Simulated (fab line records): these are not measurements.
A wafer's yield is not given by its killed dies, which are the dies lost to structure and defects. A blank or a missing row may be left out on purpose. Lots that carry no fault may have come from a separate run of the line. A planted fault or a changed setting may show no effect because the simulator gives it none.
Which tool did it? -- flow n5 finfet -- at 1 step of a route of 1938, 10 lots with 30 wafers sampled

== WHAT EACH GAUGE READ, for each wafer ==
N5_BEOL_M10_CD_MEAS_18: pitch 140 nm, target cd 70 nm.
lot,measured,on,cd nm (nm)
L883,day 9 19:09,cd sem-02,69.9 70.0 70.5
L884,day 10 02:26,cd sem-03,70.0 70.8 70.2
L886,day 10 08:57,cd sem-03,70.8 71.5 69.0
L889,day 11 10:55,cd sem-01,71.1 71.0 70.8
L890,day 11 21:26,cd sem-01,69.7 69.8 70.8
L891,day 12 04:53,cd sem-03,69.8 69.7 70.0
L897,day 14 11:28,cd sem-01,71.3 71.4 70.0
L899,day 14 15:35,cd sem-03,68.9 68.5 69.1
L906,day 15 21:14,cd sem-02,69.9 70.1 69.8
L905,day 16 00:11,cd sem-03,70.1 69.8 68.9

== WHAT TOOL EACH LOT RAN ON (gives the tool, then ch and the chambers of the sampled wafers, and finally the start) ==
The record shows no process step preceding these readings.

== WHAT THE TOOLS THEMSELVES READ (means of the sampled wafers that have a number; where no wafer has one, the mark that the record gives instead) ==
The record holds no such reading with a usual standard deviation.

== THE ANSWER, worked out from the rows above alone ==
Rule: the usual values come from the lots themselves. The widest of any qualifying gaps counts: lots, ordered by their means at a reading, are off when they make up no more than a third of the lots, leave a main group of 4 or more, and stand apart from it by 3 or more times the standard deviation of that group's means. The tables above print the reading to a certain number of digits; a main group whose means all agree to those digits is not used. A lot without any number at a reading at which 4 lots or more have one is off too. Where the step has rows for the other lots, those lots are counted as sound. After the gauges, taken in route order, come the tools' own readings; for these a lot's mean is taken, as printed above. At the first step where some lot is off, the reading lying furthest off is the one used; lots without a number count as furthest.
No lot is off at any reading shown: from this, nothing can be told.

== WHAT THE SIMULATOR HAD PUT IN ==
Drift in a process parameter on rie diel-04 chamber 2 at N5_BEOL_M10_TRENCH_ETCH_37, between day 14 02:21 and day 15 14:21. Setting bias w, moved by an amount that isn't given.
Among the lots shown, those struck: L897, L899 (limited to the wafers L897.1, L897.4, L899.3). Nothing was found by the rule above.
